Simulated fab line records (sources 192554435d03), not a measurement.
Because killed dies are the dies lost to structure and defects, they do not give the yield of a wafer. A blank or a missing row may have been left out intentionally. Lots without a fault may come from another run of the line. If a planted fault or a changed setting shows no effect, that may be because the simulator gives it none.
fab line records	flow n5Finfet
record: lots: 15	wafers: 45	lastDay: 20
route steps=1938 shown TV_LITHO@1884 TV_OPEN@1890 PASSIVATION@1902
lots that met no fault: taken from a fault-free run of the same line
startH: the number of hours between the record's first day and the start of the first shown wafer of the lot	waitH: hours elapsed since this lot's preceding step	" the same as in the row above	L1.1+2: a row that stands for several wafers	- no value, or no start given	* or withheld: withheld	< > ~ a bound
route shown NAME@n: NAME is a module with steps in the file, n the number in the route of the first one	usual: the fault-free wafers' mean and standard deviation	same: alike in all rows	chamber/n: place in a boat	sites: per-site readings	_std_site: the standard deviation of these	_edge_site: mean of outer sites minus mean of inner sites	radiusMm: how far each site lies from the wafer's centre	mask NAME#n: copy n	behind: the tool/chamber that last shaped the wafer	hold: why the lot was held/for how many hours/how that ended	device: which transistor (n, p or np) failed to switch	end of line: the same wafers' tests at the end of the route	a step without rows: its recipe alone	killed: dies lost to structure and defects at the first sort, not the wafer's yield	map: the dies of a wafer, with x for killed, . for not killed, _ for no die there
set.NAME: the setting as run; set.NAME@STEP: as run at that earlier step	model.NAME: the simulator's own value behind a step, which no gauge read
steps of the route over a sample of lots; a table a step, a row a wafer
services: from which hour (startH, from the record's first day; less than 0 if before it) a tool's chamber was out of use, for how many hours, and why
== steps ==
step: N5_PASSIVATION_OVL_MEAS_60
recipe: pointsPerWafer: 44
usual: TV_OVL: -5/5.3
same: pointsPerWafer: 44
lot.wafer	tool	chamber	startH	waitH	TV_OVL[nm]
L134.1	overlay-01	0	336.08	0.0	-7
L134.3	"	0	"	"	-6
L134.5	"	0	"	"	-6
L135.3	overlay-01	0	337.88	0.0	-8
L135.4	"	0	"	"	-6
L135.6	"	0	"	"	-9
L131.1	overlay-01	0	349.22	0.0	-6
L131.4	"	0	"	"	-10
L131.5	"	0	"	"	-8
L137.2	overlay-01	0	353.27	0.0	1
L137.3	"	0	"	"	-2
L137.5	"	0	"	"	-7
L139.1	overlay-02	0	353.47	0.0	-4
L139.2	"	0	"	"	-6
L139.6	"	0	"	"	-6
L138.1	overlay-01	0	365.18	0.0	-7
L138.4	"	0	"	"	-5
L138.6	"	0	"	"	1
L140.2	overlay-02	0	383.01	0.0	-5
L140.4	"	0	"	"	-2
L140.5	"	0	"	"	-5
L141.1	overlay-02	0	388.91	0.0	-1
L141.3	"	0	"	"	-3
L141.6	"	0	"	"	0
L144.3	overlay-02	0	401.57	0.0	-15
L144.5	"	0	"	"	-16
L144.6	"	0	"	"	-17
L150.2	overlay-01	0	407.18	0.0	-12
L150.3	"	0	"	"	-5
L150.6	"	0	"	"	-18
L147.3	overlay-02	0	407.47	0.0	-5
L147.4	"	0	"	"	-10
L147.5	"	0	"	"	-5
L146.1	overlay-02	0	415.73	0.0	-10
L146.2	"	0	"	"	-3
L146.6	"	0	"	"	-8
L151.1	overlay-02	0	453.10	0.0	-8
L151.2	"	0	"	"	-5
L151.3	"	0	"	"	-11
L152.1	overlay-02	0	456.58	0.0	-7
L152.2	"	0	"	"	-2
L152.4	"	0	"	"	-2
L153.3	overlay-02	0	469.13	0.0	-1
L153.5	"	0	"	"	5
L153.6	"	0	"	"	-2
step: N5_PASSIVATION_ETCH_15
recipe: chemistry: CF4/N2	target: SiCN	targetDepthA: 750	taperDeg: 2	timeS: 81.2	ionEnergyEv: 150	maskMaterial: SiNx	pressureMtorr: 40	sourceW: 430	biasW: 70	Ar_flow_sccm: 100	cf4FlowSccm: 60	n2FlowSccm: 60
usual: biasW: 70.01/0.21	drypumpMotorCurrentA: 5.7/0.46	oesProductAu: 0.83/0.085	rfVppV: 381.9/1.9	showerheadPlenumPTorr: 2.20/0.066	throttleValvePct: 15.47/0.18
lot.wafer	tool	chamber	startH	waitH	biasW	drypumpMotorCurrentA	oesProductAu	rfHoursCounterH	rfVppV	showerheadPlenumPTorr	throttleValvePct
L134.1	rieDiel-01	2	-	-	70.03	5.1	0.82	87	382.2	2.24	15.34
L134.3	"	3	"	"	69.93	6.3	0.82	76	381.4	2.15	15.52
L134.5	"	0	"	"	69.77	6.1	0.87	-	383.4	2.26	15.58
L135.3	rieDiel-01	0	-	-	69.58	6.2	0.87	34	382.2	2.26	15.54
L135.4	"	1	"	"	70.37	6.1	0.70	250	385.0	2.24	15.49
L135.6	"	1	"	"	70.41	6.1	0.69	-	382.5	2.24	15.48
L131.1	rieDiel-05	1	-	-	69.70	5.9	0.82	104	384.7	2.32	15.66
L131.4	"	3	"	"	70.28	4.9	0.81	87	381.1	2.14	15.36
L131.5	"	1	"	"	69.86	5.9	0.82	-	383.7	2.32	15.68
L137.2	rieDiel-04	1	-	-	70.13	5.7	0.78	117	381.0	2.13	15.50
L137.3	"	0	"	"	70.20	5.8	0.89	20	380.7	2.17	15.35
L137.5	"	0	"	"	70.28	5.8	0.89	-	380.1	2.17	15.34
L139.1	rieDiel-01	3	-	-	69.59	6.3	0.82	83	380.9	2.15	15.52
L139.2	"	2	"	"	69.82	5.1	0.80	94	382.4	2.23	15.35
L139.6	"	2	"	"	69.80	5.1	0.80	-	382.9	2.23	15.35
L138.1	rieDiel-04	0	-	-	70.44	5.8	0.89	24	382.5	2.17	15.37
L138.4	"	3	"	"	69.73	5.8	0.96	12	380.8	2.18	15.51
L138.6	"	3	"	"	69.85	5.8	0.95	-	382.2	2.18	15.50
L140.2	rieDiel-05	0	-	-	69.91	4.7	1.01	1	382.9	2.27	15.27
L140.4	"	0	"	"	69.91	4.7	0.99	-	383.7	2.27	15.27
L140.5	"	1	"	"	70.03	5.9	0.81	-	385.3	2.31	15.69
L141.1	rieDiel-05	0	-	-	70.33	4.7	1.00	3	382.8	2.26	15.30
L141.3	"	1	"	"	70.01	5.8	0.81	117	385.4	2.31	15.71
L141.6	"	1	"	"	69.86	5.9	0.81	-	384.7	2.31	15.68
L144.3	rieDiel-05	3	-	-	70.35	5.0	0.81	99	381.0	2.14	15.38
L144.5	"	2	"	"	70.22	5.5	0.72	-	378.8	2.10	15.62
L144.6	"	1	"	"	70.25	5.9	0.80	-	385.7	2.31	15.71
L150.2	rieDiel-01	1	-	-	69.93	6.1	0.96	15	384.1	2.24	14.99
L150.3	"	2	"	"	70.27	5.1	0.79	112	382.8	2.23	15.41
L150.6	"	1	"	"	69.99	6.2	0.97	-	382.2	2.24	15.00
L147.3	rieDiel-04	3	-	-	69.87	5.8	0.94	-	382.8	2.18	15.55
L147.4	"	1	"	"	69.82	5.7	0.78	-	379.6	2.12	15.52
L147.5	"	3	"	"	70.13	5.8	0.92	-	383.3	2.18	15.52
L146.1	rieDiel-01	0	-	-	70.32	6.1	0.84	59	383.0	2.25	15.61
L146.2	"	2	"	"	70.11	5.1	0.78	114	383.8	2.23	15.39
L146.6	"	0	"	"	69.85	6.1	0.83	-	382.2	2.25	15.62
L151.1	rieDiel-04	3	-	-	70.03	5.8	0.90	41	380.6	2.17	15.58
L151.2	"	1	"	"	69.93	5.8	0.77	149	380.0	2.12	15.57
L151.3	"	0	"	"	70.35	5.8	0.86	43	379.9	2.16	15.40
L152.1	rieDiel-05	2	-	-	69.93	5.5	0.70	228	379.4	2.10	15.67
L152.2	"	1	"	"	70.02	5.9	0.79	141	383.4	2.30	15.76
L152.4	"	1	"	"	69.80	5.9	0.79	-	382.9	2.30	15.76
L153.3	rieDiel-01	3	-	-	69.82	6.3	0.78	119	380.7	2.14	15.58
L153.5	"	3	"	"	69.90	6.3	0.77	-	380.8	2.14	15.59
L153.6	"	1	"	"	69.78	6.1	0.92	-	382.9	2.23	15.04
step: N5_PASSIVATION_PEB_28
recipe: pebTempC: withheld	pebTimeS: *
usual: chillPlateTempC: *	exhaustPa: 45.1/0.98
lot.wafer	tool	chamber	startH	waitH	chillPlateTempC	exhaustPa
L134.1	lithoTrack-05	0	337.34	0.1	*	47.8
L134.3	"	0	"	"	*	46.4
L134.5	"	0	"	"	*	45.5
L135.3	lithoTrack-05	0	339.97	0.0	*	44.1
L135.4	"	0	"	"	*	44.7
L135.6	"	0	"	"	*	45.4
L131.1	lithoTrack-01	0	350.68	0.1	*	45.3
L131.4	"	0	"	"	*	44.7
L131.5	"	0	"	"	*	44.7
L137.2	lithoTrack-02	0	354.64	0.0	*	43.9
L137.3	"	0	"	"	*	43.5
L137.5	"	0	"	"	*	44.4
L139.1	lithoTrack-05	0	355.10	0.1	*	46.3
L139.2	"	0	"	"	*	44.6
L139.6	"	0	"	"	*	44.4
L138.1	lithoTrack-01	0	367.01	0.1	*	45.4
L138.4	"	0	"	"	*	46.0
L138.6	"	0	"	"	*	45.8
L140.2	lithoTrack-05	-	384.79	0.0	-	-
L140.4	"	-	"	"	-	-
L140.5	"	-	"	"	-	-
L141.1	lithoTrack-05	-	391.20	0.1	-	-
L141.3	"	-	"	"	-	-
L141.6	"	-	"	"	-	-
L144.3	lithoTrack-05	-	403.23	0.0	-	-
L144.5	"	-	"	"	-	-
L144.6	"	-	"	"	-	-
L150.2	lithoTrack-02	0	408.84	0.0	*	45.2
L150.3	"	0	"	"	*	44.6
L150.6	"	0	"	"	*	43.5
L147.3	lithoTrack-05	0	409.18	0.0	*	44.3
L147.4	"	0	"	"	*	43.5
L147.5	"	0	"	"	*	44.2
L146.1	lithoTrack-02	0	417.02	0.1	*	45.1
L146.2	"	0	"	"	*	45.7
L146.6	"	0	"	"	*	45.7
L151.1	lithoTrack-02	0	455.02	0.1	*	45.3
L151.2	"	0	"	"	*	45.5
L151.3	"	0	"	"	*	45.5
L152.1	lithoTrack-01	0	458.41	0.1	*	45.3
L152.2	"	0	"	"	*	45.4
L152.4	"	0	"	"	*	44.7
L153.3	lithoTrack-05	0	470.64	0.0	*	43.3
L153.5	"	0	"	"	*	44.2
L153.6	"	0	"	"	*	45.8
step: N5_PASSIVATION_OVL_MEAS_63
recipe: pointsPerWafer: 44
usual: PAD_OVL: 2/5.2
same: pointsPerWafer: 44
lot.wafer	tool	chamber	startH	waitH	PAD_OVL[nm]
L134.1	overlay-02	0	337.49	0.0	3
L134.3	"	0	"	"	3
L134.5	"	0	"	"	7
L135.3	overlay-01	0	340.11	0.0	6
L135.4	"	0	"	"	8
L135.6	"	0	"	"	4
L131.1	overlay-02	0	350.83	0.0	-2
L131.4	"	0	"	"	7
L131.5	"	0	"	"	6
L137.2	overlay-02	0	354.79	0.0	5
L137.3	"	0	"	"	6
L137.5	"	0	"	"	8
L139.1	overlay-02	0	355.25	0.0	3
L139.2	"	0	"	"	7
L139.6	"	0	"	"	8
L138.1	overlay-02	0	367.16	0.0	-1
L138.4	"	0	"	"	0
L138.6	"	0	"	"	0
L140.2	overlay-02	0	384.94	0.0	-
L140.4	"	0	"	"	-
L140.5	"	0	"	"	-
L141.1	overlay-01	0	391.35	0.0	-
L141.3	"	0	"	"	-
L141.6	"	0	"	"	-
L144.3	overlay-01	0	403.37	0.0	-
L144.5	"	0	"	"	-
L144.6	"	0	"	"	-
L150.2	overlay-01	0	408.99	0.0	-4
L150.3	"	0	"	"	3
L150.6	"	0	"	"	1
L147.3	overlay-02	0	409.33	0.0	2
L147.4	"	0	"	"	0
L147.5	"	0	"	"	5
L146.1	overlay-01	0	417.17	0.0	-7
L146.2	"	0	"	"	-2
L146.6	"	0	"	"	-3
L151.1	overlay-02	0	455.17	0.0	3
L151.2	"	0	"	"	14
L151.3	"	0	"	"	5
L152.1	overlay-01	0	458.56	0.0	11
L152.2	"	0	"	"	1
L152.4	"	0	"	"	-4
L153.3	overlay-01	0	470.79	0.0	5
L153.5	"	0	"	"	-2
L153.6	"	0	"	"	1
== services ==
tool	chamber	startH	hours	kind
rieDiel-01	1	338.42	-	clean
rieDiel-01	1	338.42	-	consumableReplace:focusRing
rieDiel-01	1	338.42	24.1	scheduledDown
rieDiel-01	1	338.42	24.1	ventCycle
rieDiel-05	0	365.49	-	clean
rieDiel-05	0	365.49	-	consumableReplace:focusRing
rieDiel-05	0	365.49	13.6	scheduledDown
rieDiel-05	0	365.49	13.6	ventCycle
rieDiel-01	0	378.42	9.6	repair
rieDiel-05	3	378.97	14.3	repair
rieDiel-05	0	379.15	1.6	repair
rieDiel-04	0	399.11	26.0	repair
rieDiel-04	2	402.36	8.4	repair
rieDiel-05	3	430.73	9.2	repair
rieDiel-05	0	449.83	7.7	repair
== key ==
firstSign: step: N5_PASSIVATION_PEB_28	reading: toolRecord	direction: missing
effect none on later readings
metAt N5_PASSIVATION_PEB_28
struckLots L140,L141,L144
laterRowsLeftOut L140.2,L140.4,L140.5,L141.1,L141.3,L141.6,L144.3,L144.5,L144.6
sortLeftOut L140.2,L140.4,L140.5,L141.1,L141.3,L141.6,L144.3,L144.5,L144.6
notActingAt N5_PASSIVATION_OVL_MEAS_60,N5_PASSIVATION_ETCH_15,N5_PASSIVATION_OVL_MEAS_63
onsetBetween 355.10 384.79
earlierFault: kind: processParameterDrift	tool: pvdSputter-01	chamber: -	onsetH: 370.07	steps: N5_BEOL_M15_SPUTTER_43	channel: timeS	offset: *	shape: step	actsIn: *	stated: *
earlierFault: kind: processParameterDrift	tool: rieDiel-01	chamber: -	onsetH: 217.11	steps: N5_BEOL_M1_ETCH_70	channel: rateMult	offset: 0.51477	shape: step
fault: kind: skippedStepWhole	tool: lithoTrack-05	chamber: -	onsetH: 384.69	steps: N5_PASSIVATION_PEB_28	scope: struckLotsOnly
sortLeftOut: the simulated sort isn't trusted on such a fault, so these wafers' sort isn't shown, and their yield isn't known
laterRowsLeftOut: the simulator's readings of these wafers behind a module that went badly wrong aren't trusted and aren't shown, but for the sort
